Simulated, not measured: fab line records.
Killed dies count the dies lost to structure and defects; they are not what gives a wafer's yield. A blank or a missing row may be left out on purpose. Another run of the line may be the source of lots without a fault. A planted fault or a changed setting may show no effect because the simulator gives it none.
Matching of chambers -- flow n5Finfet -- N5_BEOL_M10_CURE_72 on uvCure-03: 3 sister chambers
The step cures SiCOH lowk, time 120 s. 27 wafers are shown with their chamber, then 12 later ones without.

## WAFERS PAIRED WITH THEIR CHAMBERS
wafer,chamber,wafer_temp_C_max,lampPowerPct (%)
L074.2,1,371.5,52.41
L074.3,1,371.6,52.32
L074.4,1,371.9,52.38
L077.2,2,371.0,52.33
L077.3,2,371.0,52.26
L077.4,2,371.5,52.35
L076.3,0,371.9,52.33
L076.5,0,372.8,52.30
L076.6,0,372.0,52.30
L078.1,0,372.3,52.25
L078.4,0,372.0,52.39
L078.5,0,372.2,52.30
L078.2,0,371.8,52.29
L078.3,0,373.1,52.26
L078.6,0,373.0,52.43
L080.3,1,372.1,52.41
L080.4,1,371.8,52.35
L080.5,1,371.3,52.32
L082.1,2,371.6,52.41
L082.4,2,371.4,52.30
L082.6,2,371.6,52.37
L081.3,2,371.6,52.34
L081.5,2,371.0,52.35
L081.6,2,371.4,52.37
L083.1,1,371.8,52.25
L083.4,1,371.4,52.32
L083.5,1,372.5,52.38

SIGNATURES (means of the wafers above)
reading,chamber 0,chamber 1,chamber 2,scatter within a chamber
wafer_temp_C_max,372.344,371.767,371.344,0.391
lampPowerPct,52.3167,52.3489,52.3422,0.0517
Rule: a wafer's distance from a chamber is the root of the sum, over the readings, of the square of ((its reading less the chamber's mean) divided by the reading's scatter). If the next closest chamber is less than 2 further off than the closest, the wafer can't be placed; otherwise it belongs to the closest. The scatter: the root of (the sum of the squares of (reading less its chamber's mean) over the shown wafers, divided by (wafers less chambers)).

## WAFERS WITH NO CHAMBER GIVEN
wafer,wafer_temp_C_max,lampPowerPct (%)
L086.1,371.8,52.33
L086.5,371.7,52.31
L086.6,371.6,52.32
L086.2,371.7,52.38
L086.3,371.3,52.25
L086.4,372.6,52.31
L093.1,371.6,52.24
L093.5,371.9,52.26
L093.6,372.2,52.31
L093.2,371.9,52.27
L093.3,372.0,52.32
L093.4,372.4,52.38

## EACH ONE'S CHAMBER
wafer,from the rows above,in truth
L086.1,can't be placed: 1 or 2 or 0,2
L086.5,can't be placed: 1 or 2 or 0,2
L086.6,can't be placed: 1 or 2 or 0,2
L086.2,can't be placed: 1 or 2 or 0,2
L086.3,can't be placed: 2 or 1 or 0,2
L086.4,can't be placed: 0 or 1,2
L093.1,can't be placed: 2 or 1 or 0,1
L093.5,can't be placed: 0 or 1 or 2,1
L093.6,can't be placed: 0 or 1 or 2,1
L093.2,can't be placed: 0 or 1 or 2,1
L093.3,can't be placed: 1 or 0 or 2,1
L093.4,can't be placed: 0 or 1 or 2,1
Correctly placed: 0 of 12. Cannot be placed on the basis of these rows: 12; the candidates contain the true chamber in 11. 0 placed wrongly.
